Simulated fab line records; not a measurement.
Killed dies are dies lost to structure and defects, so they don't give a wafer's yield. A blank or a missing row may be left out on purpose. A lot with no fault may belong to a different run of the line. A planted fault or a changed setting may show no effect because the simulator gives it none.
Problem report in the 8D (eight disciplines) form, filled by code	flow n5Finfet	the parts of the form that need people (team, actions taken, sign-off) are left out

== 1. WHAT IS WRONG ==
Mean of trenchDepthNm at N5_BEOL_M14_OCD_MEAS_35: 840 nm across 3 wafers in 2 lots; on wafers with no fault it is 560 nm (standard deviation 15). Measured from the usual mean, that is +19 standard deviations.
Seen first at day 16 05:26 on ocd-02, wafer L503.2. Wafers with a number at this step in the record: 26, from 10 lots. The rule behind "out" and "out of limits": a value lying over 4 standard deviations away from the usual mean. The rest of the wafers with a number are treated as sound.

== 2. WHAT THIS IS AND IS NOT ==
question	is	is not
which readings at this step	trenchDepthNm	-
which lots	L503, L504	L489, L492, L493, L494, L498, L508, L510, L512
which wafers of those lots	L503.2, L503.3, L504.3	L504.4
read on which gauges	ocd-02	ocd-01
when	from day 16 05:26	up to then (13 sound wafers); but 10 sound wafers of L504, L508, L510, L512 came after

== 3. SUSPECTS, AND WHAT RULES EACH OUT ==
Counting: any tool at a process step up to the reading remains a suspect provided it ran every lot that is out. Sound lots after the first of them don't rule it out here, since some wafers of a struck lot are sound.
- the gauge at N5_BEOL_M14_OCD_MEAS_35 has been ruled out. All the wafers that are out were read on ocd-02, but those of them that N5_BEOL_M14_THK_MEAS_50 has rows for are out there too, on other tools.
- rieDiel-01 at N5_BEOL_M14_DESCUM_33 (chemistry O2, time 7.9 s): kept. It processed each lot that is out (first: L503, day 16 04:49); up to then, its last sound lot is L492 (day 13 09:48).
- rieDiel-01 at N5_BEOL_M14_TRENCH_ETCH_34 (etches SiO2 in C4F8/O2/Ar, target depth 556.65 nm, time 126.9 s): kept. It processed each lot that is out (first: L503, day 16 05:16); up to then, its last sound lot is L492 (day 13 10:15).
What counting leaves: rieDiel-01 at N5_BEOL_M14_DESCUM_33 and rieDiel-01 at N5_BEOL_M14_TRENCH_ETCH_34.

== 4. THE CAUSE (what the simulator had put in) ==
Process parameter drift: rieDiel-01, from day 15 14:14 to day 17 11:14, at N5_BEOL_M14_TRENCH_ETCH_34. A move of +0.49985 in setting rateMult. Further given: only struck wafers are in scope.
Counting left 2 suspects, and this tool is among them.

== 5. THE EFFECT CHAIN, in route order ==
Rows list readings where the struck wafers' mean (over those with a number) sits beyond 3 standard deviations from the usual. Only readings whose record carries a usual standard deviation are examined. hours: median over the lots of the time between each lot's start at the first step of this table that gives one and its start at this step. sigmas: the change, counted in usual standard deviations.
hours	step	reading	usual	on struck wafers	change	sigmas
0	N5_BEOL_M14_TRENCH_ETCH_34	oesProductAu	0.80 a.u.	1.06	+0.26	+4.5
0	N5_BEOL_M14_OCD_MEAS_35	trenchDepthNm	560 nm	840	+280	+19
4	N5_BEOL_M14_THK_MEAS_50	M14_THK	584 nm	888	+304	+19
4	N5_BEOL_M14_RS_MEAS_54	M14_RS	0.0330 ohm/sq	0.0219	-0.0111	-12
The process steps in it:
- N5_BEOL_M14_TRENCH_ETCH_34: etches SiO2 in C4F8/O2/Ar, target depth 556.65 nm, time 126.9 s.

== 6. HOW IT WOULD HAVE BEEN CAUGHT EARLIER ==
Counted from the fault's start at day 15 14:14, it took 15 hours until the first out-of-limits reading at a measuring or inspecting step in this record, taken at day 16 05:26.
The tool's own readings at N5_BEOL_M14_TRENCH_ETCH_34 were out on some of the struck wafers (oesProductAu): an alarm limit on them would have fired on those.
Among the 2 lots that are out, L504 began N5_BEOL_M14_TRENCH_ETCH_34 on rieDiel-01 after day 16 05:26. It would have been spared by a hold on the tool at that moment.
